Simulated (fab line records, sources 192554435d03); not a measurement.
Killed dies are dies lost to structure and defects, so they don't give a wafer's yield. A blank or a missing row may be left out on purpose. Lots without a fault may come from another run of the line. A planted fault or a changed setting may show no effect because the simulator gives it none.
Chamber matching | flow n5_finfet | N5_BEOL_M4_CMP_52 on cmp-02: 4 sister chambers
The step polishes, stops on SiOC, t overpolish 6.8 s, target thk 40 nm. 8 wafers are shown with their chamber, then 11 later ones without.

WAFERS WITH THEIR CHAMBER
wafer  | chamber | motor_current_A (A) | barrier_field_endpoint_s (s)
L084.4 | 0       | 6.2                 | 25.4
L087.1 | 0       | 6.2                 | 25.2
L087.2 | 1       | 5.2                 | 25.3
L087.3 | 3       | 5.4                 | 25.6
L089.4 | 1       | 5.3                 | 23.9
L089.5 | 3       | 5.6                 | 25.7
L089.6 | 2       | 4.5                 | 24.5
L088.1 | 2       | 4.5                 | 24.8

WAFERS WITHOUT THEIR CHAMBER
wafer  | motor_current_A (A) | barrier_field_endpoint_s (s)
L088.3 | 5.5                 | 25.8
L088.4 | 5.2                 | 24.9
L090.1 | 5.7                 | 24.5
L090.2 | 4.5                 | 25.3
L090.3 | 5.5                 | 25.3
L094.2 | 6.3                 | 24.8
L094.3 | 4.5                 | 25.2
L094.6 | 4.6                 | 24.8
L096.3 | 5.4                 | 24.6
L096.4 | 6.0                 | 24.1
L096.6 | 4.8                 | 24.8

WHICH CHAMBER EACH WENT THROUGH
wafer  | from the rows above     | in truth
L088.3 | 3                       | 3
L088.4 | 1                       | 1
L090.1 | 3                       | 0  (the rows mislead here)
L090.2 | 2                       | 2
L090.3 | 3                       | 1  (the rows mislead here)
L094.2 | 0                       | 0
L094.3 | 2                       | 2
L094.6 | 2                       | 2
L096.3 | can't be placed: 1 or 3 | 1
L096.4 | 0                       | 0
L096.6 | can't be placed: 2 or 1 | 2
Placed correctly: 7 of 11. Can't be placed from these rows: 2 (the true chamber is among the candidates in 2). Placed wrongly: 2.
How it was worked out, from the rows above alone: a wafer's distance from a chamber is the root of the sum, over the readings, of the square of ((its reading less the chamber's mean) divided by the reading's scatter). The wafer belongs to the nearest chamber; if the next one is less than 2 further off, it can't be placed. A chamber's mean is the mean of its shown wafers. The scatter: the root of (the sum of the squares of (reading less its chamber's mean) over the shown wafers, divided by (wafers less chambers)).
